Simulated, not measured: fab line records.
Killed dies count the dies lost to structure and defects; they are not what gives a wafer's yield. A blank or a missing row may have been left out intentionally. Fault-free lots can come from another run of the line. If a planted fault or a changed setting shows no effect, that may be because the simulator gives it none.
Chamber matching -- flow nand-harc -- NHARC_A_CONTACT_ALD_18 on ald-metal-03: 4 sister chambers
The step deposits TiN, target thk 3 nm, pulse time 1 s, ald cycles 150. 8 wafers are shown with their chamber, then 11 later ones without.

WAFERS PAIRED WITH THEIR CHAMBERS
wafer,chamber,heater-power-w (W),precursor-pulse-height-rel
L080.6,3,1075,1.015
L085.1,0,1054,0.982
L085.3,1,1027,0.983
L085.4,3,1110,1.011
L085.2,2,1059,1.018
L085.5,2,1023,1.005
L085.6,1,998,0.979
L088.1,0,1031,1.004

WAFERS WITHOUT THEIR CHAMBER
wafer,heater-power-w (W),precursor-pulse-height-rel
L088.2,1053,1.032
L088.4,1113,0.974
L093.2,1039,0.994
L093.3,1001,1.022
L093.6,1017,1.043
L092.2,1172,1.048
L092.5,1006,0.996
L092.6,1033,1.020
L097.1,1142,1.053
L097.2,994,1.007
L097.5,1019,0.980

WHICH CHAMBER EACH ONE RAN IN
wafer,from the rows above,in truth
L088.2,can't be placed: 2 or 3 or 0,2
L088.4,can't be placed: 0 or 3 or 1 or 2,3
L093.2,can't be placed: 0 or 1 or 2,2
L093.3,can't be placed: 2 or 0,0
L093.6,can't be placed: 2 or 3 or 0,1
L092.2,can't be placed: 3 or 2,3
L092.5,can't be placed: 1 or 0 or 2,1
L092.6,can't be placed: 2 or 3 or 0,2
L097.1,can't be placed: 3 or 2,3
L097.2,can't be placed: 2 or 0 or 1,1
L097.5,can't be placed: 1 or 0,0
Placed correctly: 0 of 11. Not placeable from these rows: 11 (in 10, the candidates include the true chamber). Placed wrongly: 0.
How it was worked out, from the rows above alone: a wafer's distance from a chamber is the root of the sum, over the readings, of the square of ((its reading less the chamber's mean) divided by the reading's scatter). The wafer belongs to the nearest chamber; if the next one is less than 2 further off, it can't be placed. The mean given for a chamber averages the wafers shown for that chamber. The scatter is the square root of a quotient: the sum, over the shown wafers, of each reading's squared deviation from its chamber's mean, divided by wafers minus chambers.
